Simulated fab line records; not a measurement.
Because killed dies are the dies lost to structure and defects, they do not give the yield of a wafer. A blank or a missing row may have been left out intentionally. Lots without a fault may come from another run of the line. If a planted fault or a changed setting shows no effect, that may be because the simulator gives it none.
fab line records | flow n5_finfet | part 2 of 2: steps 6 to 8 of 8
[record] lots = 14 | wafers = 42 | last_day = 18
route steps=1938 shown BEOL_M2@843 BEOL_M4@1111
lots untouched by any fault: they come from a run of this same line in which no faults occurred
start_h: start of the lot's first displayed wafer, in hours after the record's first day | wait_h: hours since the lot's step before | " unchanged from the row above | L1.1+2: one row covering several wafers at once | - value missing, or start not given | * or withheld: withheld | < > ~ a bound
route shown NAME@n: a module of which the file shows steps, and the number in the route of the first | usual: the fault-free wafers' mean and standard deviation | same: alike in all rows | chamber/n: place in a boat | sites: per-site readings | _std_site: standard deviation across them | _edge_site: inner sites' mean taken away from outer sites' mean | radius_mm: for every site, how far away it sits from the centre of the wafer | mask NAME#n: copy n | behind: tool/chamber where the wafer was last shaped | hold: why the lot went on hold/how many hours it stayed there/how the hold came to an end | device: names the non-switching transistor (n, p or np) | end of line: tests run on the same wafers once the route is complete | where a step has no rows: the recipe by itself | killed: not the wafer's yield, but the dies lost to structure and defects at the first sort | map: shows each die of a wafer: x if killed, . if not, _ if none is there
set.NAME: the run value of the setting; set.NAME@STEP: its run value at that earlier step | model.NAME: the simulator's own value behind a step, which no gauge read
a sample of lots followed through the steps of the route, with each step as a table and each wafer as a row
services: a tool's chamber out of use, with start hour (start_h, from the record's first day; less than 0 if before it), hours out, and reason
[[steps]]
[step N5_BEOL_M2_STRIP_19]
[recipe] chemistry = O2 | power_w = 400 | temp_c = 40 | pressure_mtorr = 30 | rf_frequency_hz = 6e+07 | bias_power_w = 0 | overash_fraction = 0.2 | o2_flow_sccm = 225
[usual] drypump_motor_current_A = 5.7/0.55 | oes_product_au = 0.81/0.089 | rf_vpp_V = 3.7/0.5 | showerhead_plenum_p_Torr = 2.14/0.061 | throttle_valve_pct = 16.56/0.19
lot.wafer | tool        | chamber | start_h | wait_h | drypump_motor_current_A | oes_product_au | rf_hours_counter_h | rf_vpp_V | showerhead_plenum_p_Torr | throttle_valve_pct
L317.4    | rie_diel-04 | 1       | 136.98  | 0.2    | 5.6                     | 0.79           | 110                | 3.4      | 2.11                     | 16.46
L317.5    | "           | 2       | "       | "      | 5.0                     | 0.99           | -                  | 4.5      | 2.15                     | 16.58
L317.6    | "           | 3       | "       | "      | 4.9                     | 0.85           | -                  | 3.6      | 2.02                     | 16.59
L319.2    | rie_diel-04 | 0       | 156.18  | 0.1    | 6.7                     | 0.88           | 46                 | 2.7      | 2.22                     | 16.32
L319.3    | "           | 1       | "       | "      | 5.6                     | 0.79           | 118                | 3.1      | 2.10                     | 16.47
L319.6    | "           | 1       | "       | "      | 5.6                     | 0.77           | -                  | 3.5      | 2.10                     | 16.47
L324.3    | rie_diel-01 | 2       | 178.05  | 0.1    | 5.8                     | 0.69           | 242                | 3.5      | 2.14                     | 16.49
L324.5    | "           | 2       | "       | "      | 5.8                     | 0.69           | -                  | 3.7      | 2.14                     | 16.50
L324.6    | "           | 3       | "       | "      | 5.8                     | 0.89           | -                  | 4.5      | 2.13                     | 16.77
L326.3    | rie_diel-04 | 1       | 209.25  | 0.1    | 5.7                     | 0.78           | 130                | 3.8      | 2.10                     | 16.50
L326.4    | "           | 0       | "       | "      | 6.7                     | 0.85           | 66                 | 4.5      | 2.22                     | 16.38
L326.5    | "           | 3       | "       | "      | 4.9                     | 0.82           | -                  | 4.0      | 2.01                     | 16.64
L327.4    | rie_diel-05 | 3       | 212.84  | 0.2    | 6.1                     | 0.70           | 210                | 3.9      | 2.18                     | 16.83
L327.5    | "           | 1       | "       | "      | 6.1                     | 0.68           | -                  | 4.3      | 2.17                     | 16.87
L327.6    | "           | 2       | "       | "      | 5.9                     | 0.72           | -                  | 4.2      | 2.18                     | 16.55
L329.1    | rie_diel-01 | 1       | 216.34  | 0.1    | 6.2                     | 0.77           | 149                | 3.3      | 2.19                     | 16.59
L329.3    | "           | 1       | "       | "      | 6.0                     | 0.76           | -                  | 2.9      | 2.19                     | 16.57
L329.5    | "           | 0       | "       | "      | 5.5                     | 0.67           | -                  | 3.5      | 2.13                     | 16.74
L331.2    | rie_diel-04 | 1       | 217.78  | 0.1    | 5.6                     | 0.77           | 134                | 4.0      | 2.10                     | 16.48
L331.3    | "           | 0       | "       | "      | 6.7                     | 0.85           | 69                 | 2.9      | 2.22                     | 16.38
L331.6    | "           | 3       | "       | "      | 4.9                     | 0.82           | -                  | 3.8      | 2.01                     | 16.65
L328.3    | rie_diel-04 | 2       | 218.76  | 0.1    | 5.0                     | 0.90           | 33                 | 3.8      | 2.13                     | 16.63
L328.5    | "           | 2       | "       | "      | 5.0                     | 0.90           | -                  | 3.1      | 2.13                     | 16.64
L328.6    | "           | 1       | "       | "      | 5.6                     | 0.77           | -                  | 4.7      | 2.10                     | 16.51
L330.1    | rie_diel-01 | 0       | 225.84  | 0.1    | 5.5                     | 0.66           | 262                | 4.3      | 2.13                     | 16.72
L330.3    | "           | 1       | "       | "      | 6.1                     | 0.75           | 154                | 3.7      | 2.19                     | 16.60
L330.4    | "           | 1       | "       | "      | 6.1                     | 0.75           | -                  | 3.2      | 2.19                     | 16.59
L333.3    | rie_diel-01 | 2       | 233.13  | 0.2    | 5.9                     | 0.97           | 7                  | 3.8      | 2.13                     | 16.09
L333.4    | "           | 2       | "       | "      | 5.9                     | 0.98           | -                  | 3.3      | 2.13                     | 16.08
L333.5    | "           | 1       | "       | "      | 6.1                     | 0.76           | -                  | 5.1      | 2.19                     | 16.60
L332.1    | rie_diel-01 | 2       | 233.95  | 0.1    | 5.8                     | 0.98           | 7                  | 4.6      | 2.13                     | 16.08
L332.2    | "           | 3       | "       | "      | 5.7                     | 0.85           | 55                 | 3.8      | 2.12                     | 16.78
L332.4    | "           | 2       | "       | "      | 5.8                     | 0.98           | -                  | 3.9      | 2.13                     | 16.11
L337.1    | rie_diel-01 | 3       | 262.68  | 0.2    | 5.7                     | 0.83           | 67                 | 3.7      | 2.12                     | 16.82
L337.5    | "           | 0       | "       | "      | 5.5                     | 0.94           | -                  | 3.2      | 2.13                     | 16.28
L337.6    | "           | 1       | "       | "      | 6.0                     | 0.75           | -                  | 3.3      | 2.19                     | 16.62
L338.3    | rie_diel-05 | 2       | 262.83  | 0.1    | 5.9                     | 0.70           | 242                | 3.3      | 2.17                     | 16.60
L338.4    | "           | 3       | "       | "      | 6.1                     | 0.68           | 229                | 3.3      | 2.17                     | 16.87
L338.5    | "           | 0       | "       | "      | 5.6                     | 0.74           | -                  | 3.9      | 2.18                     | 16.80
L339.1    | rie_diel-04 | 3       | 274.92  | 0.1    | 4.9                     | 0.80           | 125                | 3.6      | 2.00                     | 16.67
L339.3    | "           | 2       | "       | "      | 4.9                     | 0.87           | 54                 | 3.0      | 2.13                     | 16.68
L339.6    | "           | 0       | "       | "      | 6.7                     | 0.82           | -                  | 3.9      | 2.21                     | 16.42
[step N5_BEOL_M2_CD_MEAS_18]
[recipe] pitch_nm = 36 | target_cd_nm = 18
[usual] cd_nm = 17.9/0.37
lot.wafer | tool      | chamber | start_h | wait_h | cd_nm
L317.4    | cd_sem-03 | -       | 137.06  | 0.1    | 18.1
L317.5    | "         | -       | "       | "      | 17.9
L317.6    | "         | -       | "       | "      | 17.9
L319.2    | cd_sem-02 | -       | 156.25  | 0.1    | 17.5
L319.3    | "         | -       | "       | "      | 17.6
L319.6    | "         | -       | "       | "      | 17.5
L324.3    | cd_sem-02 | -       | 178.13  | 0.1    | 17.0
L324.5    | "         | -       | "       | "      | 18.0
L324.6    | "         | -       | "       | "      | 17.4
L326.3    | cd_sem-03 | -       | 209.32  | 0.1    | -
L326.4    | "         | -       | "       | "      | -
L326.5    | "         | -       | "       | "      | -
L327.4    | cd_sem-01 | -       | 212.91  | 0.1    | -
L327.5    | "         | -       | "       | "      | -
L327.6    | "         | -       | "       | "      | -
L329.1    | cd_sem-01 | -       | 216.43  | 0.1    | 18.3
L329.3    | "         | -       | "       | "      | 18.7
L329.5    | "         | -       | "       | "      | 18.0
L331.2    | cd_sem-01 | -       | 217.85  | 0.1    | 17.5
L331.3    | "         | -       | "       | "      | 18.7
L331.6    | "         | -       | "       | "      | 17.8
L328.3    | cd_sem-03 | -       | 218.83  | 0.1    | -
L328.5    | "         | -       | "       | "      | -
L328.6    | "         | -       | "       | "      | -
L330.1    | cd_sem-02 | -       | 225.91  | 0.0    | 18.6
L330.3    | "         | -       | "       | "      | 18.5
L330.4    | "         | -       | "       | "      | 18.0
L333.3    | cd_sem-03 | -       | 233.20  | 0.1    | 18.1
L333.4    | "         | -       | "       | "      | 18.0
L333.5    | "         | -       | "       | "      | 17.3
L332.1    | cd_sem-01 | -       | 234.01  | 0.0    | 18.2
L332.2    | "         | -       | "       | "      | 17.8
L332.4    | "         | -       | "       | "      | 17.8
L337.1    | cd_sem-01 | -       | 262.75  | 0.0    | 18.2
L337.5    | "         | -       | "       | "      | 17.5
L337.6    | "         | -       | "       | "      | 18.0
L338.3    | cd_sem-01 | -       | 262.90  | 0.1    | 17.6
L338.4    | "         | -       | "       | "      | 17.9
L338.5    | "         | -       | "       | "      | 18.2
L339.1    | cd_sem-03 | -       | 274.99  | 0.0    | 18.8
L339.3    | "         | -       | "       | "      | 18.0
L339.6    | "         | -       | "       | "      | 18.4
[step N5_BEOL_M4_RC_MEAS_101]
[usual] DIBL_N = 36.1/1.7 | DIBL_P = 35.9/2.1 | IOFF_N = 0.154/0.029 | IOFF_P = 0.21/0.035 | ION_N = 673/10 | ION_P = 463/7.5 | SS_N = 71.6/0.59 | SS_P = 73.2/0.69 | VT_N = 250.5/2.9 | VT_P = -250/3.2
lot.wafer | tool      | chamber | start_h | wait_h | DIBL_N[mV/V] | DIBL_P[mV/V] | IOFF_N[nA/um] | IOFF_P[nA/um] | ION_N[uA/um] | ION_P[uA/um] | SS_N[mV/dec] | SS_P[mV/dec] | VT_N[mV] | VT_P[mV]
L317.4    | prober-02 | 0       | 178.60  | 0.5    | 38.7         | 39.4         | 0.182         | 0.26          | 668          | 458          | 72.7         | 73.5         | 252.3    | -247
L317.5    | "         | 0       | "       | "      | 37.7         | 37.9         | 0.165         | 0.24          | 662          | 454          | 72.7         | 73.6         | 253.9    | -247
L317.6    | "         | 0       | "       | "      | 36.0         | 37.8         | 0.146         | 0.23          | 661          | 462          | 71.7         | 73.2         | 252.5    | -249
L319.2    | prober-01 | 0       | 196.40  | 0.2    | 35.0         | 35.2         | 0.160         | 0.23          | 683          | 467          | 70.9         | 73.1         | 246.9    | -249
L319.3    | "         | 0       | "       | "      | 36.1         | 37.3         | 0.185         | 0.26          | 693          | 474          | 71.6         | 73.2         | 248.3    | -245
L319.6    | "         | 0       | "       | "      | 37.3         | 37.2         | 0.194         | 0.26          | 682          | 469          | 71.8         | 73.5         | 245.2    | -247
L324.3    | prober-01 | 0       | 224.41  | 0.3    | 38.0         | 38.1         | 0.166         | 0.24          | 675          | 465          | 71.7         | 73.9         | 249.4    | -245
L324.5    | "         | 0       | "       | "      | 37.1         | 36.7         | 0.147         | 0.21          | 674          | 466          | 71.3         | 73.9         | 251.3    | -249
L324.6    | "         | 0       | "       | "      | 38.6         | 38.0         | 0.166         | 0.23          | 669          | 463          | 72.2         | 74.0         | 250.2    | -248
L329.1    | prober-01 | 0       | 252.55  | 0.0    | 35.5         | 33.6         | 0.129         | 0.17          | 671          | 458          | 71.4         | 73.4         | 253.9    | -256
L329.3    | "         | 0       | "       | "      | 38.1         | 36.0         | 0.174         | 0.21          | 686          | 459          | 71.9         | 73.2         | 246.4    | -250
L329.5    | "         | 0       | "       | "      | 34.7         | 32.0         | 0.118         | 0.15          | 653          | 445          | 70.9         | 72.0         | 252.6    | -253
L331.2    | prober-02 | 0       | 267.96  | 0.2    | 36.9         | 36.6         | 0.160         | 0.22          | 668          | 460          | 72.4         | 73.3         | 250.9    | -250
L331.3    | "         | 0       | "       | "      | 36.1         | 36.0         | 0.148         | 0.20          | 674          | 460          | 71.6         | 73.1         | 252.0    | -251
L331.6    | "         | 0       | "       | "      | 37.9         | 37.5         | 0.186         | 0.22          | 668          | 456          | 72.3         | 72.8         | 248.8    | -253
L330.1    | prober-01 | 0       | 268.87  | 0.0    | 35.6         | 35.8         | 0.148         | 0.21          | 668          | 462          | 71.5         | 73.6         | 250.8    | -250
L330.3    | "         | 0       | "       | "      | 35.3         | 35.4         | 0.140         | 0.20          | 665          | 458          | 71.5         | 73.0         | 251.8    | -250
L330.4    | "         | 0       | "       | "      | 36.7         | 36.4         | 0.151         | 0.20          | 661          | 454          | 72.3         | 72.6         | 250.6    | -250
L333.3    | prober-02 | 0       | 272.77  | 0.3    | 37.2         | 37.7         | 0.166         | 0.28          | 678          | 480          | 72.0         | 73.7         | 248.9    | -243
L333.4    | "         | 0       | "       | "      | 34.7         | 34.4         | 0.118         | 0.22          | 651          | 462          | 71.1         | 72.4         | 253.9    | -247
L333.5    | "         | 0       | "       | "      | 36.0         | 36.1         | 0.152         | 0.25          | 671          | 471          | 70.3         | 73.1         | 248.7    | -244
L332.1    | prober-01 | 0       | 279.59  | 0.0    | 35.5         | 36.0         | 0.133         | 0.21          | 670          | 466          | 71.0         | 73.6         | 254.2    | -249
L332.2    | "         | 0       | "       | "      | 35.6         | 37.0         | 0.142         | 0.23          | 665          | 469          | 70.6         | 73.3         | 249.0    | -248
L332.4    | "         | 0       | "       | "      | 34.0         | 34.9         | 0.113         | 0.19          | 665          | 466          | 71.3         | 72.9         | 253.2    | -248
L337.1    | prober-02 | 0       | 302.65  | 0.0    | 34.0         | 33.3         | 0.125         | 0.19          | 672          | 465          | 71.2         | 71.5         | 253.6    | -254
L337.5    | "         | 0       | "       | "      | 32.3         | 32.1         | 0.120         | 0.19          | 676          | 475          | 70.9         | 72.4         | 250.4    | -252
L337.6    | "         | 0       | "       | "      | 35.7         | 34.5         | 0.151         | 0.21          | 667          | 464          | 71.7         | 72.7         | 248.6    | -251
L338.3    | prober-02 | 0       | 306.34  | 0.3    | 36.1         | 34.5         | 0.143         | 0.21          | 668          | 466          | 70.9         | 72.8         | 252.3    | -247
L338.4    | "         | 0       | "       | "      | 36.5         | 35.5         | 0.158         | 0.22          | 676          | 468          | 71.9         | 72.2         | 247.6    | -249
L338.5    | "         | 0       | "       | "      | 35.0         | 33.4         | 0.135         | 0.19          | 677          | 474          | 71.2         | 72.3         | 251.1    | -250
L339.1    | prober-01 | 0       | 321.65  | 0.0    | 36.1         | 37.7         | 0.164         | 0.21          | 686          | 467          | 72.1         | 73.4         | 250.2    | -251
L339.3    | "         | 0       | "       | "      | 35.4         | 35.9         | 0.149         | 0.18          | 672          | 458          | 71.8         | 72.7         | 250.4    | -250
L339.6    | "         | 0       | "       | "      | 36.3         | 37.1         | 0.156         | 0.19          | 677          | 461          | 71.9         | 72.5         | 249.8    | -250
[[services]]
tool         | chamber | start_h | hours | kind
rie_diel-04  | 2       | 110.55  | -     | clean
rie_diel-04  | 2       | 110.55  | -     | consumable_replace:focus_ring
rie_diel-04  | 2       | 110.55  | 21.2  | scheduled_down
rie_diel-04  | 2       | 110.55  | 21.2  | vent_cycle
rie_diel-04  | -       | 119.05  | 14.6  | pm
rie_diel-01  | -       | 122.14  | 14.6  | pm
pecvd-03     | -       | 136.01  | 2.8   | pm
rie_diel-05  | 3       | 143.24  | 5.5   | repair
pecvd-02     | -       | 144.95  | 2.8   | pm
rie_metal-03 | 0       | 148.73  | 3.7   | repair
rie_diel-05  | -       | 156.81  | 0.4   | repair
rie_diel-04  | 1       | 158.29  | 13.6  | repair
pecvd-01     | 1       | 164.35  | 20.2  | repair
rie_diel-01  | 1       | 172.75  | 9.3   | repair
rie_metal-01 | -       | 195.37  | 0.8   | repair
rie_diel-05  | 2       | 195.63  | 4.7   | repair
rie_diel-01  | 2       | 202.29  | -     | clean
rie_diel-01  | 2       | 202.29  | -     | consumable_replace:focus_ring
rie_diel-01  | 2       | 202.29  | 15.4  | scheduled_down
rie_diel-01  | 2       | 202.29  | 15.4  | vent_cycle
rie_diel-01  | 0       | 230.54  | -     | clean
rie_diel-01  | 0       | 230.54  | -     | consumable_replace:focus_ring
rie_diel-04  | 1       | 265.53  | 7.1   | repair
rie_metal-02 | -       | 273.07  | 1.4   | pm
[[key]]
[first_sign] step = N5_BEOL_M2_ETCH_63 | reading = tool_record | direction = missing
[effect] step = N5_BEOL_M2_ETCH_64 | reading = oes_product_au | direction = down | sigmas = 5.4 | usual = 0.58 | struck = 0.28
[effect] step = N5_BEOL_M2_HM_OPEN_17 | reading = oes_product_au | direction = down | sigmas = 4.3 | usual = 0.67 | struck = 0.29
[effect] step = N5_BEOL_M2_CD_MEAS_18 | reading = cd_nm | direction = missing
met_at N5_BEOL_M2_ETCH_63
struck_lots L326,L327,L328
later_rows_left_out L326.3,L326.4,L326.5,L327.4,L327.5,L327.6,L328.3,L328.5,L328.6
sort_left_out L326.3,L326.4,L326.5,L327.4,L327.5,L327.6,L328.3,L328.5,L328.6
not_acting_at N5_BEOL_M2_PECVD_72,N5_BEOL_M2_STRIP_66,N5_BEOL_M2_STRIP_19
onset_between 155.84 208.94
[fault] kind = skipped_step_whole | tool = rie_diel-04,rie_diel-05 | chamber = - | onset_h = 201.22 | steps = N5_BEOL_M2_ETCH_63 | scope = struck_lots_only
// sort_left_out: the simulated sort isn't trusted on such a fault, so these wafers' sort isn't shown, and their yield isn't known
// later_rows_left_out: the simulator's readings of these wafers behind a module that went badly wrong aren't trusted and aren't shown, but for the sort
